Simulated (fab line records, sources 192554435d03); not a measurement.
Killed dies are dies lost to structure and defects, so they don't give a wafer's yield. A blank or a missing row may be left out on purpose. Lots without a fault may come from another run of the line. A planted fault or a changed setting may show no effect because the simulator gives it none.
fab line records | flow n5_finfet
record lots=4 wafers=12 last_day=16
route steps=1938 shown GATE_CUT@495 MOL_CONTACT_COAG@517 BEOL_M4@1111 PASSIVATION@1936
lots that met no fault: from a run of the same line without faults
start_h: hours from the record's first day to the start of the lot's first wafer shown | wait_h: hours since the lot's step before | " the same as in the row above | L1.1+2: a row that stands for several wafers | - no value, or no start given | * or withheld: withheld | < > ~ a bound
route shown NAME@n: a module of which the file shows steps, and the number in the route of the first | usual: mean/standard deviation of fault-free wafers | same: alike in all rows | chamber/n: place in a boat | sites: the reading at each site | _std_site: their standard deviation | _edge_site: outer sites' mean less inner sites' | radius_mm: how far each site lies from the wafer's centre | mask NAME#n: copy n | behind: the tool/chamber that last shaped the wafer | hold: why the lot was held/for how many hours/how that ended | device: the transistor (n, p or np) that didn't switch | end of line: the same wafers' tests at the end of the route | a step without rows: its recipe alone | killed: dies lost to structure and defects at the first sort, not the wafer's yield | map: a wafer's dies, x killed, . not, _ none there
set.NAME: the setting as run; set.NAME@STEP: as run at that earlier step | model.NAME: the simulator's own value behind a step, which no gauge read
lots at some steps of the route; a table a step, a row a wafer
services: from which hour (start_h, from the record's first day; less than 0 if before it) a tool's chamber was out of use, for how many hours, and why
## steps
# step N5_GATE_CUT_STRIP_39
# recipe chemistry=N2/H2 temp_c=40 n2_flow_sccm=200 h2_flow_sccm=200 rf_frequency_hz=6e+07
# step N5_GATE_CUT_HM_OPEN_40
# recipe chemistry=C4F6/O2 target=SiO2 mask_material=SiARC target_depth_a=1390 time_s=85.1 ion_energy_ev=250 pressure_mtorr=30 source_w=345 bias_w=185 Ar_flow_sccm=300 C4F6_flow_sccm=10 O2_flow_sccm=10 ends=cleared
# step N5_GATE_CUT_STRIP_41
# recipe chemistry=CF4 resist=SiARC power_w=300 bias_power_w=75 pressure_mtorr=50 cf4_flow_sccm=150 rf_frequency_hz=6e+07
# step N5_GATE_CUT_STRIP_42
# recipe chemistry=O2 power_w=400 temp_c=40 pressure_mtorr=30 rf_frequency_hz=6e+07 bias_power_w=0 overash_fraction=0.3 o2_flow_sccm=225
# step N5_GATE_CUT_ETCH_19
# recipe chemistry=CH3F/O2 target=SiNx mask_material=SiO2 target_depth_a=537 time_s=76.7 pressure_mtorr=30 source_w=395 bias_w=73 Ar_flow_sccm=150 CH3F_flow_sccm=30 O2_flow_sccm=20 ion_energy_ev=120 ends=cleared
# step N5_GATE_CUT_CUT_ETCH_53
# recipe chemistry=SF6/Cl2 target=W mask_material=SiO2 target_depth_a=792 pressure_mtorr=8 icp_w=900 bias_w=80 SF6_flow_sccm=40 Cl2_flow_sccm=60 ends=cleared
# step N5_GATE_CUT_CUT_ETCH_54
# recipe chemistry=Cl2/BCl3 target=TiN mask_material=SiO2 target_depth_a=967 pressure_mtorr=10 icp_w=1000 bias_w=126 Cl2_flow_sccm=53.25 bcl3_flow_sccm=21.75 Ar_flow_sccm=25 ends=cleared
# step N5_GATE_CUT_CUT_ETCH_55
# recipe chemistry=BCl3 target=HfO2 mask_material=SiO2 target_depth_a=32 ion_energy_ev=30 pressure_mtorr=5 icp_w=450 bias_w=18 bcl3_flow_sccm=80
# step N5_GATE_CUT_ETCH_47
# recipe chemistry=Cl2/BCl3 target=SiO2 target_depth_a=100 pressure_mtorr=10 icp_w=1000 bias_w=126 Cl2_flow_sccm=53.25 bcl3_flow_sccm=21.75 Ar_flow_sccm=25
# step N5_GATE_CUT_VAPOR_ETCH_48
# recipe chemistry=BCl3/Cl2 target=TiN mode=isotropic
# step N5_GATE_CUT_VAPOR_ETCH_49
# recipe chemistry=BCl3/Cl2 target=TiAlC mode=isotropic
# step N5_GATE_CUT_VAPOR_ETCH_51
# recipe chemistry=BCl3/Cl2 target=HfO2 mode=isotropic
# step N5_GATE_CUT_STRIP_21
# recipe chemistry=N2/H2 time_s=30 power_w=1000 temp_c=250 pressure_mtorr=withheld n2_flow_sccm=1750 h2_flow_sccm=3250
# usual drypump_motor_current_A=5.4/0.45 h2_flow_sccm=3251/9.1 heater_power_w=333/24
# columns lot.wafer tool chamber start_h wait_h drypump_motor_current_A h2_flow_sccm heater_power_w
L441.4 plasma_asher-02 0 82.23 0.1 5.7 3243 306
L441.5 " 0 " " 5.7 3248 300
L441.6 " 1 " " 5.0 3263 347
L453.2 plasma_asher-02 0 156.06 0.0 - - -
L453.3 " 1 " " - - -
L453.6 " 1 " " - - -
L454.1 plasma_asher-01 1 162.30 0.2 - - -
L454.2 " 0 " " - - -
L454.5 " 0 " " - - -
L456.3 plasma_asher-01 1 176.21 0.1 6.0 3247 366
L456.5 " 0 " " 4.9 3253 330
L456.6 " 1 " " 6.0 3267 363
# step N5_GATE_CUT_STRIP_29
# recipe chemistry=post_etch_residue_remover time_s=60 temp_c=25 remover_ph=withheld remover_water_wt_pct=withheld remover_fluoride_wt_pct=withheld
# step N5_GATE_CUT_SRD_52
# recipe dry=ipa_marangoni time_s=30 temp_c=23 rinse_liquid=diw
# step N5_GATE_CUT_ALD_22
# recipe material=SiNx target_thk_a=160 temp_c=400 ald_precursor_family=SiH2I2 ald_co_reactant=N2/H2-plasma pulse_time_s=1 ald_cycles=320 purge_time_s=2 co_reactant_purge_time_s=2 pressure_torr=2
# step N5_GATE_CUT_CMP_23
# recipe stop_on=SiO2 t_overpolish_s=23.4 post_cmp_clean=alkaline_brush down_force_psi=2.5 platen_rpm=51.8 pad_velocity_m_s=1.0307 target_thk_nm=16
# step N5_GATE_CUT_CMP_43
# recipe material=SiO2 post_cmp_clean=rinse_only
# step N5_GATE_CUT_CMP_61
# recipe stop_on=SiNx t_overpolish_s=3 post_cmp_clean=alkaline_brush down_force_psi=4 platen_rpm=27.09 pad_velocity_m_s=0.539
# step N5_MOL_CONTACT_COAG_COAT_103
# recipe resist=SOC temp_c=250 time_s=60 spin_rpm=1500 resist_thk_nm=80
# step N5_MOL_CONTACT_COAG_COAT_104
# recipe resist=SiARC temp_c=220 time_s=60 spin_rpm=1500 resist_thk_nm=12
# step N5_MOL_CONTACT_COAG_COAT_58
# recipe resist=underlayer temp_c=205 time_s=60 spin_rpm=1500 resist_thk_nm=10
# step N5_MOL_CONTACT_COAG_COAT_02
# recipe resist=CAR-EUV spin_rpm=1500 resist_thk_nm=30
# step N5_MOL_CONTACT_COAG_EBR_04
# recipe solvent=PGMEA ebr_width_mm=1.5
# step N5_MOL_CONTACT_COAG_SOFTBAKE_03
# recipe temp_c=110 time_s=60 resist=CAR-EUV
# step N5_MOL_CONTACT_COAG_EXPOSE_05
# recipe mask_id=CA na=0.33 source_shape=annular sigma_inner=0.4 sigma_outer=0.8 polarization=unpolarized defocus_nm=0 dose_mj=38.25
# step N5_MOL_CONTACT_COAG_PEB_06
# recipe peb_temp_c=100 peb_time_s=60 resist=CAR-EUV
# step N5_MOL_CONTACT_COAG_DEVELOP_07
# recipe develop_time_s=30 developer=TMAH resist=CAR-EUV rinse_liquid=surfactant_rinse dry=air_spin dev_temp_c=23
# step N5_MOL_CONTACT_COAG_DESCUM_13
# recipe chemistry=O2 time_s=7 source_power_w=50 bias_power_w=20 pressure_mtorr=20 rf_frequency_hz=2.712e+07 temp_c=40 resist=CAR-EUV o2_flow_sccm=225
# step N5_MOL_CONTACT_COAG_ETCH_59
# recipe chemistry=N2/H2 target=underlayer target_depth_a=130 mask_material=CAR-EUV time_s=10.4 ion_energy_ev=200 pressure_mtorr=30 source_w=840 bias_w=150 n2_flow_sccm=200 h2_flow_sccm=200 ends=cleared
# step N5_MOL_CONTACT_COAG_ETCH_105
# recipe chemistry=CF4 target=SiARC target_depth_a=156 mask_material=CAR-EUV time_s=26 ion_energy_ev=80 pressure_mtorr=40 source_w=545 bias_w=36 Ar_flow_sccm=100 cf4_flow_sccm=100 ends=cleared
# step N5_MOL_CONTACT_COAG_ETCH_106
# recipe chemistry=N2/H2 target=SOC target_depth_a=800 overetch_a=160 mask_material=SiARC temp_c=40 time_s=120 ion_energy_ev=200 pressure_mtorr=30 source_w=840 bias_w=150 n2_flow_sccm=200 h2_flow_sccm=200
# step N5_MOL_CONTACT_COAG_STRIP_107
# recipe chemistry=N2/H2 temp_c=40 n2_flow_sccm=200 h2_flow_sccm=200 rf_frequency_hz=6e+07
# step N5_MOL_CONTACT_COAG_STRIP_108
# recipe chemistry=N2/H2 temp_c=40 n2_flow_sccm=200 h2_flow_sccm=200 rf_frequency_hz=6e+07
# step N5_MOL_CONTACT_COAG_CONTACT_ETCH_14
# recipe chemistry=C4F6/O2 target=SiO2 target_depth_a=275 overetch_a=85 mask_material=SOC pressure_mtorr=30 source_w=370 bias_w=185 Ar_flow_sccm=300 C4F6_flow_sccm=16 O2_flow_sccm=10 time_s=20 ion_energy_ev=259.6
# step N5_MOL_CONTACT_COAG_STRIP_109
# recipe chemistry=C4F6/O2 resist=SiARC rf_frequency_hz=6e+07
# step N5_BEOL_M4_RC_MEAS_101
# usual DIBL_N=36.3/1.6 DIBL_P=36.5/1.6 IOFF_N=0.163/0.026 IOFF_P=0.22/0.033 ION_N=676/9.9 ION_P=464/6.5 SS_N=71.5/0.5 SS_P=73.3/0.64 VT_N=249.3/2.9 VT_P=-250/3.2
# columns lot.wafer tool chamber start_h wait_h DIBL_N[mV/V] DIBL_P[mV/V] IOFF_N[nA/um] IOFF_P[nA/um] ION_N[uA/um] ION_P[uA/um] SS_N[mV/dec] SS_P[mV/dec] VT_N[mV] VT_P[mV]
L441.4 prober-02 0 178.81 0.5 34.6 35.4 0.146 0.17 662 454 72.0 73.3 251.9 -253
L441.5 " 0 " " 35.1 36.8 0.163 0.19 685 469 71.6 73.5 250.4 -252
L441.6 " 0 " " 37.1 38.0 0.192 0.22 679 463 72.2 73.5 249.4 -252
L453.2 prober-01 0 260.99 0.2 35.4 34.1 0.133 0.18 672 458 71.2 73.2 250.0 -254
L453.3 " 0 " " 36.5 35.3 0.158 0.20 678 459 70.6 72.9 247.9 -253
L453.6 " 0 " " 36.1 35.0 0.145 0.20 672 461 70.6 73.3 249.6 -252
L454.1 prober-02 0 262.35 0.0 37.4 38.8 0.184 0.24 687 470 71.9 74.3 248.4 -249
L454.2 " 0 " " 35.2 36.6 0.145 0.20 675 464 71.0 72.1 250.5 -250
L454.5 " 0 " " 35.9 37.2 0.159 0.21 676 470 71.6 72.9 248.0 -251
L456.3 prober-02 0 266.63 0.3 36.2 35.8 0.147 0.18 660 450 71.4 73.0 255.2 -252
L456.5 " 0 " " 34.4 35.1 0.127 0.17 656 454 71.1 72.7 252.9 -258
L456.6 " 0 " " 34.6 35.0 0.136 0.17 671 461 71.1 72.8 249.9 -255
# step N5_PASSIVATION_PROBE_49
# usual defect_limited_yield=91.2/1.5 killed_at_M0_to_M3=32/9.6 killed_at_M4_up=13/5.3 killed_at_contacts=13/6.7 killed_at_front_end=42/11 killed_at_other=3.8/2.9 killed_dies=103/17 killed_open=67/13 killed_short=35/7.9 sort_bin_5_function=5.2/0.94 sort_bin_6_memory=3.3/0.64 sort_n_pass=1077/17 sort_yield_pct=91.2/1.5
# same gross_dies=1180 killed_at_back_side=0 sort_bin_4_leakage[%]=0 sort_bin_8_speed[%]=0
# columns lot.wafer tool chamber start_h wait_h defect_limited_yield[%] killed_at_M0_to_M3 killed_at_M4_up killed_at_contacts killed_at_front_end killed_at_other killed_dies killed_open killed_short sort_bin_5_function[%] sort_bin_6_memory[%] sort_n_pass sort_yield_pct[%]
L453.2 prober-02 - 371.22 0.1 84.7 49 8 17 107 0 181 105 75 8.6 6.1 999 84.7
L453.3 prober-02 - 371.27 0.1 87.4 36 14 23 76 0 149 87 62 8.1 4.0 1031 87.4
L453.6 prober-02 - 371.42 0.3 85.6 32 11 25 100 2 170 96 71 7.7 5.6 1010 85.6
L454.1 prober-01 - 376.38 0.0 86.6 26 8 9 112 3 158 80 76 8.4 4.6 1022 86.6
L454.2 prober-01 - 376.43 0.1 86.7 29 12 16 99 1 157 94 62 8.1 4.9 1023 86.7
L454.5 prober-01 - 376.58 0.2 86.7 32 9 10 105 1 157 91 65 8.5 4.3 1023 86.7
# killed by level:class
L453.2 GATE_CUT:geometric_particle:open=40 GATE_CUT:geometric_particle:short=37 BEOL_M0_SAQP:geometric_particle:open=20 BEOL_M0_SAQP:geometric_particle:short=17 MOL_CONTACT_COAG:geometric_particle:open=13 FIN_SAQP:geometric_particle:open=9 FIN_SAQP:geometric_particle:short=7 STI_FIN_REVEAL:geometric_particle:open=5
L453.3 GATE_CUT:geometric_particle:short=24 GATE_CUT:geometric_particle:open=24 MOL_CONTACT_COAG:geometric_particle:open=14 FIN_SAQP:geometric_particle:short=10 BEOL_M0_SAQP:geometric_particle:open=9 MOL_CONTACT_COAG:geometric_particle:short=9 BEOL_M0_SAQP:geometric_particle:short=9 BEOL_M3:geometric_particle:open=6
L453.6 GATE_CUT:geometric_particle:short=31 GATE_CUT:geometric_particle:open=26 MOL_CONTACT_COAG:geometric_particle:open=19 STI_FIN_REVEAL:geometric_particle:open=9 FIN_SAQP:geometric_particle:open=8 BEOL_M0_SAQP:geometric_particle:short=8 BEOL_M0_SAQP:geometric_particle:open=7 MOL_CONTACT_COAG:geometric_particle:short=6
L454.1 GATE_CUT:geometric_particle:short=38 GATE_CUT:geometric_particle:open=28 FIN_SAQP:geometric_particle:short=15 FIN_SAQP:geometric_particle:open=12 DUMMY_GATE:geometric_particle:open=7 BEOL_M2:geometric_particle:open=7 BEOL_M0_SAQP:geometric_particle:short=6 BEOL_M0_SAQP:geometric_particle:open=6
L454.2 GATE_CUT:geometric_particle:open=35 GATE_CUT:geometric_particle:short=32 FIN_SAQP:geometric_particle:open=14 MOL_CONTACT_COAG:geometric_particle:open=12 BEOL_M0_SAQP:geometric_particle:short=10 BEOL_M4:geometric_particle:open=6 FIN_SAQP:geometric_particle:short=5 BEOL_M0_SAQP:geometric_particle:open=5
L454.5 GATE_CUT:geometric_particle:open=34 GATE_CUT:geometric_particle:short=25 FIN_SAQP:geometric_particle:short=15 BEOL_M0_SAQP:geometric_particle:open=14 FIN_SAQP:geometric_particle:open=10 MOL_CONTACT_COAG:geometric_particle:short=6 BEOL_M0_SAQP:geometric_particle:short=6 DUMMY_GATE:geometric_particle:open=5
# map L453.2 (x killed, . not)
_________________..x......x..________________
______________.x..x.x..........x_____________
___________..x........xx...........__________
__________.......x....x..x....x....x_________
________........x.............x.x....._______
_______..x.x.......xxx........xx...x...______
______x.xxx..x......x..x............x..._____
_____xx.x....x......x..xx..x........x..x.____
____.........x.....x......x....x...x......___
___.....x.......x....x.xx..............x...__
___.................x..x..x...............x__
__......x....x...........x.x......x........x_
__..............x.x..................x......_
_...x...x......xx..xx..x.......x.............
_.........x........x...........x...x..x.....x
_....x....x...........x...............x.....x
_....x..x...x.x..x...........................
_x..................x.x......x.............xx
_.......x..x..x.x.x............x.x........x.x
_...x.x....x............x.......x.....x...x..
_.x........x.x.x..x..x..x...x................
__............x...........x.x..x......x...x._
__..x........x.............................x_
___.x..x.x.......x...xxx..x.....x..........__
___........x.......x.......x............xxx__
____....x......x..xx....................x.___
_____xx.....x.......x....x............x.x____
______......x........x.....x...........x_____
_______..x.........xx..x...............______
________x...x...x..xx..............x.x_______
__________...x..........x.....x...x._________
___________........x.x.............__________
______________x.......x.....x..._____________
_________________............________________
# map L454.1 (x killed, . not)
_________________....x.......________________
______________...xx.x..........._____________
___________.....x..x............x..__________
__________...x..............x..x.x.._________
________.x.......x...xx.........x..x.._______
_______................x..........x....______
______.........x............xx....x....._____
_____...x........x...x..........x.x.x.x.x____
____..x...x.....x........xx........x......___
___..xx...............x...x........x.......__
___.....xx...........xxx...x...x...........__
__...x....x..........x........x.......x...x._
__...x.....x...........x..........xx.x.x...._
_........x..x................x.x..x.......x.x
_.......x.x...................x..............
_.....x.................x...x................
_x.....x.x.........x........x....x.........xx
_x.......x..x.x.................x.......x...x
_..xx......x..................x.x............
_.....x.......x.......x..x............xx.....
_....x..x................xxx.....x..xxx......
__..x....x...x....x................x........_
__.x..............x....x.............x....x._
___..........x........x..x...........x....x__
___....................x............x......__
____......x......x....x...................___
_____.........xx.......x...............x.____
______........x...x..x...x.............._____
_______.x.................x..........x.______
________x....x........x..............._______
__________.x..x..x..x..x.......x...._________
___________x.....................xx__________
______________....x...x........._____________
_________________xx...x......________________
## services
# columns tool chamber start_h hours kind
plasma_asher-02 - 160.82 2.8 pm
## key
first_sign step=N5_GATE_CUT_STRIP_21 reading=tool_record direction=missing
effect step=N5_PASSIVATION_PROBE_49 reading=killed_at_front_end direction=up sigmas=5 usual=42 struck=100
more_kills_born_at N5_GATE_CUT_STRIP_21@plasma_asher-02=170 N5_GATE_CUT_STRIP_21@plasma_asher-01=161
met_at N5_GATE_CUT_STRIP_21
struck_wafers L453.2,L453.3,L453.6,L454.1,L454.2,L454.5
onset_between 82.23 156.06
fault kind=skipped_step_whole tool=plasma_asher-01,plasma_asher-02 chamber=- onset_h=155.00 steps=N5_GATE_CUT_STRIP_21 scope=struck_lots_only
